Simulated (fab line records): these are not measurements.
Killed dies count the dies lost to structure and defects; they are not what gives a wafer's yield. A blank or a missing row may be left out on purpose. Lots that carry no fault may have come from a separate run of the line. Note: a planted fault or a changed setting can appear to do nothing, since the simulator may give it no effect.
Chamber matching / flow nand-harc / 3 sister chambers for NHARC_A_STAIRCASE_DEP_325 on pecvd-01
The step deposits SiO2, target thk 3800 nm. 16 wafers are shown with their chamber, then 8 later ones without.

## WAFERS, EACH WITH ITS CHAMBER
wafer=L074.1; chamber=0; heater-power-w (W)=741; rf-fwd-power-W (W)=498.8
wafer=L074.3; chamber=2; heater-power-w (W)=784; rf-fwd-power-W (W)=497.8
wafer=L074.4; chamber=2; heater-power-w (W)=625; rf-fwd-power-W (W)=499.5
wafer=L075.2; chamber=0; heater-power-w (W)=668; rf-fwd-power-W (W)=499.2
wafer=L075.5; chamber=0; heater-power-w (W)=651; rf-fwd-power-W (W)=500.0
wafer=L075.6; chamber=1; heater-power-w (W)=648; rf-fwd-power-W (W)=496.9
wafer=L081.1; chamber=1; heater-power-w (W)=696; rf-fwd-power-W (W)=498.6
wafer=L081.2; chamber=2; heater-power-w (W)=776; rf-fwd-power-W (W)=497.8
wafer=L081.4; chamber=1; heater-power-w (W)=639; rf-fwd-power-W (W)=501.4
wafer=L082.2; chamber=2; heater-power-w (W)=730; rf-fwd-power-W (W)=498.5
wafer=L082.5; chamber=1; heater-power-w (W)=646; rf-fwd-power-W (W)=499.2
wafer=L082.6; chamber=0; heater-power-w (W)=642; rf-fwd-power-W (W)=498.7
wafer=L088.3; chamber=2; heater-power-w (W)=644; rf-fwd-power-W (W)=500.6
wafer=L088.5; chamber=1; heater-power-w (W)=629; rf-fwd-power-W (W)=498.9
wafer=L088.6; chamber=0; heater-power-w (W)=662; rf-fwd-power-W (W)=500.9
wafer=L090.1; chamber=0; heater-power-w (W)=659; rf-fwd-power-W (W)=497.5

SIGNATURES (averages over the wafers above)
reading=heater-power-w; chamber 0=670.50; chamber 1=651.60; chamber 2=711.80; scatter within a chamber=48.7
reading=rf-fwd-power-W; chamber 0=499.183; chamber 1=499.000; chamber 2=498.840; scatter within a chamber=1.33
Rule: a wafer's distance from a chamber is the root of the sum, over the readings, of the square of ((its reading less the chamber's mean) divided by the reading's scatter). The wafer belongs to the nearest chamber; if the next one is less than 2 further off, it can't be placed. The scatter: take each reading less its chamber's mean, square it, sum over the shown wafers, divide by the number of wafers less the number of chambers, and take the root.

## WAFERS WITH NO CHAMBER GIVEN
wafer=L090.3; heater-power-w (W)=749; rf-fwd-power-W (W)=499.2
wafer=L090.6; heater-power-w (W)=648; rf-fwd-power-W (W)=501.6
wafer=L092.2; heater-power-w (W)=802; rf-fwd-power-W (W)=497.9
wafer=L092.5; heater-power-w (W)=641; rf-fwd-power-W (W)=497.9
wafer=L092.6; heater-power-w (W)=636; rf-fwd-power-W (W)=498.9
wafer=L094.2; heater-power-w (W)=671; rf-fwd-power-W (W)=501.0
wafer=L094.3; heater-power-w (W)=756; rf-fwd-power-W (W)=500.3
wafer=L094.4; heater-power-w (W)=630; rf-fwd-power-W (W)=499.0

## THE CHAMBER EACH PASSED THROUGH
wafer=L090.3; from the rows above=can't be placed: 2 or 0 or 1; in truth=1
wafer=L090.6; from the rows above=can't be placed: 0 or 1 or 2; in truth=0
wafer=L092.2; from the rows above=can't be placed: 2 or 0 or 1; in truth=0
wafer=L092.5; from the rows above=can't be placed: 1 or 0 or 2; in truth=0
wafer=L092.6; from the rows above=can't be placed: 1 or 0 or 2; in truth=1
wafer=L094.2; from the rows above=can't be placed: 0 or 1 or 2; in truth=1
wafer=L094.3; from the rows above=can't be placed: 2 or 0 or 1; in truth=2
wafer=L094.4; from the rows above=can't be placed: 1 or 0 or 2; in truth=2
Correctly placed: 0 of 8. From these rows, 8 cannot be placed; in 8 the true chamber is one of the candidates. 0 placed wrongly.
